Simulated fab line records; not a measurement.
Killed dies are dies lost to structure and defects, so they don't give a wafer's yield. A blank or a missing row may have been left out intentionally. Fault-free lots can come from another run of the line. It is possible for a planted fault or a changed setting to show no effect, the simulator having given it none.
Matching of chambers :: flow nandHarc :: rieDiel-02 running NHARC_A_ZERO_WELL_DESCUM_12: 4 sister chambers
The step chemistry O2, time 3 s. 4 wafers are shown with their chamber, then 8 later ones without.

WAFERS, EACH WITH ITS CHAMBER
wafer: L080.2
chamber: 1
drypumpMotorCurrentA (A): 5.8

wafer: L082.4
chamber: 0
drypumpMotorCurrentA (A): 5.3

wafer: L084.5
chamber: 3
drypumpMotorCurrentA (A): 5.9

wafer: L083.2
chamber: 2
drypumpMotorCurrentA (A): 5.3

WAFERS WITH NO CHAMBER GIVEN
wafer: L083.4
drypumpMotorCurrentA (A): 6.0

wafer: L083.5
drypumpMotorCurrentA (A): 6.0

wafer: L095.2
drypumpMotorCurrentA (A): 5.2

wafer: L095.4
drypumpMotorCurrentA (A): 5.8

wafer: L095.6
drypumpMotorCurrentA (A): 5.3

wafer: L097.1
drypumpMotorCurrentA (A): 5.3

wafer: L097.2
drypumpMotorCurrentA (A): 5.9

wafer: L097.6
drypumpMotorCurrentA (A): 5.8

CHAMBER TAKEN BY EACH
wafer: L083.4
from the rows above: can't be placed: 3 or 1
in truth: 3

wafer: L083.5
from the rows above: can't be placed: 3 or 1
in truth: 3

wafer: L095.2
from the rows above: can't be placed: 0 or 2
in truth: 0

wafer: L095.4
from the rows above: can't be placed: 1 or 3
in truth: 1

wafer: L095.6
from the rows above: can't be placed: 0 or 2
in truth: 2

wafer: L097.1
from the rows above: can't be placed: 0 or 2
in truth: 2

wafer: L097.2
from the rows above: can't be placed: 3 or 1
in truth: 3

wafer: L097.6
from the rows above: can't be placed: 1 or 3
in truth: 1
0 of 8 placed correctly. From these rows, 8 cannot be placed; in 8 the true chamber is one of the candidates. Number placed wrongly: 0.
How it was worked out, from the rows above alone: a wafer's distance from a chamber is the root of the sum, over the readings, of the square of ((its reading less the chamber's mean) divided by the reading's scatter). If the next closest chamber is less than 2 further off than the closest, the wafer can't be placed; otherwise it belongs to the closest. Each chamber's mean is taken over the wafers shown for it. The scatter: with one shown wafer a chamber, the root of the mean of the squares of how far each hidden wafer lies from its nearest shown one.
